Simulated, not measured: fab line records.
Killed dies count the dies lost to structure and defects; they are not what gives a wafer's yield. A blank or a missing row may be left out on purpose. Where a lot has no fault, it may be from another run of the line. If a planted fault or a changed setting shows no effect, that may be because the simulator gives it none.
fab line records	flow n5-finfet
record lots=7	wafers=39
route steps=1938 shown PMOS_HMC_CHANNEL_EPI@78 FIN_CUT@176 SD_EPI_P@321 SD_ACTIVATION@330 MOL_CONTACT_COAG@532
start-h: the number of hours between the record's first day and the start of the first shown wafer of the lot	wait-h: time in hours since the lot's previous step	" identical to the entry in the row above	L1.1+2: several wafers, shown together as one row	- either no value or no given start	* or withheld: withheld	< > ~ a bound
route shown NAME@n: a module of which the file shows steps, and the number in the route of the first	usual: average and standard deviation across the fault-free wafers	same: alike in all rows	chamber/n: place in a boat	sites: the reading at each site	_std_site: standard deviation of those values	_edge_site: inner sites' mean taken away from outer sites' mean	radius-mm: how far each site lies from the wafer's centre	mask NAME#n: copy n	behind: the most recent tool/chamber to have shaped the wafer	hold: reason for holding the lot/hours on hold/outcome of the hold	device: transistor that didn't switch, given as n, p or np	end of line: tests run on the same wafers once the route is complete	step lacking rows: just its recipe	killed: the dies lost at the first sort to structure and to defects; this is not the yield of the wafer	map: a wafer's dies, x killed, . not, _ none there
set.NAME: the run value of the setting; set.NAME@STEP: its run value at that earlier step	model.NAME: the simulator's own value behind a step, which no gauge read
one table per step and one row per wafer, for lots whose settings were changed on purpose
## steps
# step N5_PMOS_HMC_CHANNEL_EPI_EPI_20
# recipe material=SiGe30	mask-material=SiO2	pressure-torr=20	target-thk-a=590	temp-c=600
lot.wafer	tool	chamber	start-h	wait-h	set.temp-c	model.SiGe30_of_PMOS_HMC_CHANNEL_EPI_EPI_20.thk-nm
L074.3	epi-rpcvd-04	0	18.94	0.4	600	60.55
L074.4	"	0	"	"	600	59.71
L074.6	"	0	"	"	600	59.28
L077.1	epi-rpcvd-04	0	35.62	0.0	595.3	53.03
L077.2	"	0	"	"	595.3	53.26
L077.3	"	0	"	"	600	57.52
L077.4	"	0	"	"	595.3	52.9
L077.5	"	0	"	"	600	58.01
L077.6	"	0	"	"	600	57.79
L078.1	epi-rpcvd-04	0	42.08	0.0	600	59.07
L078.2	"	0	"	"	600	59.17
L078.3	"	0	"	"	600	58.96
L078.4	"	0	"	"	600	58.59
L078.5	"	0	"	"	600	58.72
L078.6	"	0	"	"	600	58.62
L082.1	epi-rpcvd-02	0	67.05	0.0	600	58.79
L082.2	"	0	"	"	600	59.55
L082.3	"	0	"	"	602.4	62.02
L082.4	"	0	"	"	600	59.04
L082.5	"	0	"	"	602.4	62.21
L082.6	"	0	"	"	602.4	61.96
L084.1	epi-rpcvd-04	0	78.43	0.0	600	59.08
L084.2	"	0	"	"	606	65.9
L084.3	"	0	"	"	606	65.77
L084.4	"	0	"	"	600	58.63
L084.5	"	0	"	"	600	58.84
L084.6	"	0	"	"	606	65.32
L093.1	epi-rpcvd-02	0	132.68	0.0	600	59.31
L093.2	"	0	"	"	600	59.01
L093.3	"	0	"	"	597.1	56.09
L093.4	"	0	"	"	600	58.39
L093.5	"	0	"	"	597.1	55.92
L093.6	"	0	"	"	597.1	55.34
L094.1	epi-rpcvd-04	0	139.97	0.0	600	58.87
L094.2	"	0	"	"	600	58.34
L094.3	"	0	"	"	603	62.52
L094.4	"	0	"	"	600	58.61
L094.5	"	0	"	"	603	62.44
L094.6	"	0	"	"	603	61.25
# step N5_FIN_CUT_CUT_ETCH_15
# recipe chemistry=HBr/Cl2/O2	target=Si	target-depth-a=1000	bt-time-s=10	mask-material=SOC	time-s=42.4	ion-energy-ev=*	bias-w=*	pressure-mtorr=10	icp-w=800	HBr_flow_sccm=150	Cl2_flow_sccm=80	O2_flow_sccm=12
lot.wafer	tool	chamber	start-h	wait-h	set.time-s	model.etch.depth-nm	model.FIN_CUT.feature-depth-nm	model.SOC_of_FIN_CUT_COAT_18.thk-nm
L074.3	rie-si-05	0	28.49	0.0	42.4	100.9	101	171
L074.4	"	3	"	"	42.4	100.5	100.6	171.8
L074.6	"	1	"	"	42.4	98.89	98.8	171.6
L077.1	rie-si-04	3	45.62	0.1	42.4	104.1	104.2	168.6
L077.2	"	2	"	"	42.4	100.1	100.2	170.8
L077.3	"	1	"	"	42.4	99.55	99.6	170.8
L077.4	"	0	"	"	47.82	111.5	111.4	167
L077.5	"	2	"	"	47.82	113.5	113.4	166.6
L077.6	"	3	"	"	47.82	116.3	116.4	164.6
L078.1	rie-si-05	0	51.31	0.1	42.4	101	101	170.4
L078.2	"	3	"	"	34.1	82.12	82.2	177.6
L078.3	"	2	"	"	42.4	99.5	99.6	169.6
L078.4	"	1	"	"	42.4	98.94	99	172.2
L078.5	"	2	"	"	34.1	80.17	80.2	177.8
L078.6	"	1	"	"	34.1	80.27	80.2	177.4
L082.1	rie-si-05	2	76.22	0.1	42.4	98.5	98.4	171
L082.2	"	1	"	"	39.05	90.91	91	174.6
L082.3	"	0	"	"	42.4	99.7	99.6	171.8
L082.4	"	3	"	"	39.05	92.73	92.8	172.6
L082.5	"	3	"	"	42.4	100.1	100	170.8
L082.6	"	2	"	"	39.05	90.21	90.2	174.2
L084.1	rie-si-04	1	89.63	0.1	42.4	98.35	98.4	171.2
L084.2	"	0	"	"	42.4	100.1	100	170
L084.3	"	3	"	"	42.4	103.2	103.2	169
L084.4	"	2	"	"	42.4	99.65	99.6	170.2
L084.5	"	1	"	"	42.4	98.39	98.4	171
L084.6	"	0	"	"	42.4	98.98	99	170.8
L093.1	rie-si-04	1	142.49	0.1	32.97	77.77	77.8	180
L093.2	"	2	"	"	32.97	78.23	78.2	179
L093.3	"	3	"	"	32.97	80.96	81	177.2
L093.4	"	0	"	"	42.4	100.3	100.4	170.8
L093.5	"	3	"	"	42.4	103.8	103.8	169.4
L093.6	"	0	"	"	42.4	100.2	100.2	171.8
L094.1	rie-si-05	1	150.93	0.1	48.33	113.3	113.4	166.6
L094.2	"	0	"	"	42.4	100.7	100.6	169.4
L094.3	"	2	"	"	42.4	98.98	99	172
L094.4	"	3	"	"	48.33	114.9	115	165.4
L094.5	"	0	"	"	48.33	114.4	114.4	164.8
L094.6	"	1	"	"	42.4	99.38	99.4	171.6
# step N5_SD_EPI_P_EPI_21
# recipe material=SiGe:B	dopant=B	temp-c=550	pressure-torr=20	ambient=H2	time-s=355
lot.wafer	tool	chamber	start-h	wait-h	set.epi-growth-time-s	model.SiGe-B_of_SD_EPI_P_EPI_21.thk-nm
L074.3	epi-rpcvd-01	0	56.90	0.8	355	60.6
L074.4+6	"	0	"	"	355	60.4
L077.1	epi-rpcvd-02	0	72.57	0.2	355	62
L077.2+4	"	0	"	"	355	61.6
L077.3	"	0	"	"	327	58.8
L077.5	"	0	"	"	327	58.6
L077.6	"	0	"	"	327	58.2
L078.1	epi-rpcvd-02	0	78.23	0.1	338.6	58
L078.2	"	0	"	"	338.6	59.4
L078.3	"	0	"	"	338.6	58.4
L078.4	"	0	"	"	355	60.2
L078.5	"	0	"	"	355	61
L078.6	"	0	"	"	355	60.6
L082.1	epi-rpcvd-01	0	103.57	0.1	355	61
L082.2	"	0	"	"	355	60.8
L082.3	"	0	"	"	355	60.6
L082.4	"	0	"	"	355	61.6
L082.5	"	0	"	"	355	61.8
L082.6	"	0	"	"	355	61.4
L084.1	epi-rpcvd-02	0	120.23	0.1	355	61.2
L084.2	"	0	"	"	355	60.2
L084.3	"	0	"	"	355	60.6
L084.4	"	0	"	"	355	60.8
L084.5	"	0	"	"	355	61.4
L084.6	"	0	"	"	355	61
L093.1	epi-rpcvd-01	0	173.77	0.1	355	61.4
L093.2+5	"	0	"	"	355	61
L093.3	"	0	"	"	355	60.8
L093.4	"	0	"	"	355	60.6
L093.6	"	0	"	"	355	60.4
L094.1	epi-rpcvd-02	0	177.76	0.1	355	61
L094.2	"	0	"	"	355	62
L094.3	"	0	"	"	355	60.6
L094.4+6	"	0	"	"	388.4	65.2
L094.5	"	0	"	"	388.4	64.6
# step N5_SD_EPI_P_HM_STRIP_48
# recipe chemistry=H3PO4	temp-c=160	material=SiNx	target=SiNx	target-depth-a=30	overetch-fraction=0.3
# step N5_SD_ACTIVATION_RTA_00
# recipe temp-c=975	time-s=0	ambient=N2	idle-temp-c=600	ramp-up-c-per-s=150	ramp-down-c-per-s=60	cool-to-c=600
# step N5_SD_ACTIVATION_LSA_01
# recipe temp-c=1080	time-s=0.0008	ambient=N2
# step N5_SD_ACTIVATION_RS_MEAS_03
# recipe thk-meas-gauge=four-point-probe
# usual RS_SD_N=21.94/0.29	RS_SD_P=56.0/0.98
lot.wafer	tool	chamber	start-h	wait-h	set.epi-growth-time-s@SD_EPI_P_EPI_21	RS_SD_N[ohm/sq]	RS_SD_P[ohm/sq]
L074.3	film-metro-02	-	59.03	0.2	355	21.60	57.0
L074.4	"	-	"	"	355	21.32	58.2
L074.6	"	-	"	"	355	21.66	58.7
L077.1	film-metro-02	-	76.14	0.2	355	22.23	55.7
L077.2	"	-	"	"	355	22.52	56.2
L077.3	"	-	"	"	327	22.15	58.9
L077.4	"	-	"	"	355	22.30	55.8
L077.5	"	-	"	"	327	22.38	59.0
L077.6	"	-	"	"	327	22.53	59.4
L078.1	film-metro-02	-	81.12	0.2	338.6	22.52	59.8
L078.2	"	-	"	"	338.6	22.11	58.6
L078.3	"	-	"	"	338.6	21.94	59.3
L078.4	"	-	"	"	355	22.09	57.7
L078.5	"	-	"	"	355	21.96	57.0
L078.6	"	-	"	"	355	21.91	57.6
L082.1	film-metro-02	-	106.37	0.2	355	21.91	57.5
L082.2	"	-	"	"	355	21.66	57.7
L082.3	"	-	"	"	355	21.69	57.7
L082.4	"	-	"	"	355	21.88	56.9
L082.5	"	-	"	"	355	21.99	56.2
L082.6	"	-	"	"	355	21.54	56.4
L084.1	film-metro-01	-	123.05	0.2	355	22.06	56.5
L084.2	"	-	"	"	355	21.92	56.6
L084.3	"	-	"	"	355	22.27	56.8
L084.4	"	-	"	"	355	21.93	56.5
L084.5	"	-	"	"	355	22.02	55.8
L084.6	"	-	"	"	355	22.15	56.5
L093.1	film-metro-01	-	176.61	0.2	355	21.44	55.5
L093.2	"	-	"	"	355	22.14	56.9
L093.3	"	-	"	"	355	22.11	56.6
L093.4	"	-	"	"	355	21.91	56.6
L093.5	"	-	"	"	355	22.32	56.5
L093.6	"	-	"	"	355	21.64	57.1
L094.1	film-metro-01	-	180.56	0.2	355	21.89	54.7
L094.2	"	-	"	"	355	21.86	53.1
L094.3	"	-	"	"	355	22.38	54.6
L094.4	"	-	"	"	388.4	21.75	50.3
L094.5	"	-	"	"	388.4	21.80	50.6
L094.6	"	-	"	"	388.4	21.96	51.0
# step N5_MOL_CONTACT_COAG_ETCH_106
# recipe chemistry=N2/H2	target=SOC	target-depth-a=800	overetch-a=160	mask-material=SiARC	temp-c=40	time-s=120	ion-energy-ev=200	pressure-mtorr=30	source-w=840	bias-w=150	n2-flow-sccm=200	h2-flow-sccm=200
# usual rf-vpp-V=523.2/2.5
lot.wafer	tool	chamber	start-h	wait-h	set.source-w	rf-vpp-V
L074.3	rie-diel-06	3	88.21	0.0	840	521.7
L074.4	"	2	"	"	840	524.3
L074.6	"	1	"	"	840	525.0
L077.1	rie-diel-06	0	106.75	0.0	840	519.9
L077.2	"	1	"	"	840	526.8
L077.3	"	3	"	"	840	522.7
L077.4	"	2	"	"	840	525.6
L077.5	"	2	"	"	840	525.0
L077.6	"	3	"	"	840	524.2
L078.1	rie-diel-06	0	116.96	0.0	840	519.0
L078.2	"	1	"	"	840	524.1
L078.3	"	2	"	"	840	524.8
L078.4	"	0	"	"	840	519.5
L078.5	"	2	"	"	840	524.7
L078.6	"	1	"	"	840	524.8
L082.1	rie-diel-02	1	138.46	0.0	840	520.5
L082.2	"	0	"	"	891.3	510.6
L082.3	"	2	"	"	891.3	511.6
L082.4	"	3	"	"	840	519.6
L082.5	"	2	"	"	840	520.0
L082.6	"	3	"	"	891.3	510.6
L084.1	rie-diel-06	2	153.39	0.0	840	525.7
L084.2	"	1	"	"	840	525.1
L084.3	"	3	"	"	840	522.3
L084.4	"	2	"	"	840	525.2
L084.5	"	3	"	"	840	521.9
L084.6	"	1	"	"	840	524.5
L093.1	rie-diel-02	0	206.30	0.0	886.3	509.6
L093.2	"	2	"	"	840	528.0
L093.3	"	3	"	"	886.3	510.3
L093.4	"	1	"	"	886.3	510.8
L093.5	"	1	"	"	840	519.8
L093.6	"	2	"	"	840	529.2
L094.1	rie-diel-01	3	211.07	0.0	840	520.9
L094.2	"	0	"	"	736.9	546.7
L094.3	"	1	"	"	840	522.5
L094.4	"	2	"	"	736.9	546.5
L094.5	"	1	"	"	840	521.7
L094.6	"	0	"	"	736.9	546.2
## key
split step=N5_PMOS_HMC_CHANNEL_EPI_EPI_20	setting=temp-c	stated=600	by=wafer
response step=N5_PMOS_HMC_CHANNEL_EPI_EPI_20	reading=model.SiGe30_of_PMOS_HMC_CHANNEL_EPI_EPI_20.thk-nm	change=+6.61	per=1%	r=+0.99
split step=N5_FIN_CUT_CUT_ETCH_15	setting=time-s	stated=42.4	by=wafer
response step=N5_FIN_CUT_CUT_ETCH_15	reading=model.etch.depth-nm	change=+0.999	per=1%	r=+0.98
response step=N5_FIN_CUT_CUT_ETCH_15	reading=model.FIN_CUT.feature-depth-nm	change=+0.999	per=1%	r=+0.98
response step=N5_FIN_CUT_CUT_ETCH_15	reading=model.SOC_of_FIN_CUT_COAT_18.thk-nm	change=-0.355	per=1%	r=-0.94
split step=N5_SD_EPI_P_EPI_21	setting=epi-growth-time-s	stated=355	by=wafer
response step=N5_SD_EPI_P_EPI_21	reading=model.SiGe-B_of_SD_EPI_P_EPI_21.thk-nm	change=+0.408	per=1%	r=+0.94
response step=N5_SD_ACTIVATION_RS_MEAS_03	reading=RS_SD_P	change=-0.387	per=1%	r=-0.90
split step=N5_MOL_CONTACT_COAG_ETCH_106	setting=source-w	stated=840	by=wafer
response step=N5_MOL_CONTACT_COAG_ETCH_106	reading=rf-vpp-V	change=-2.04	per=1%	r=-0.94
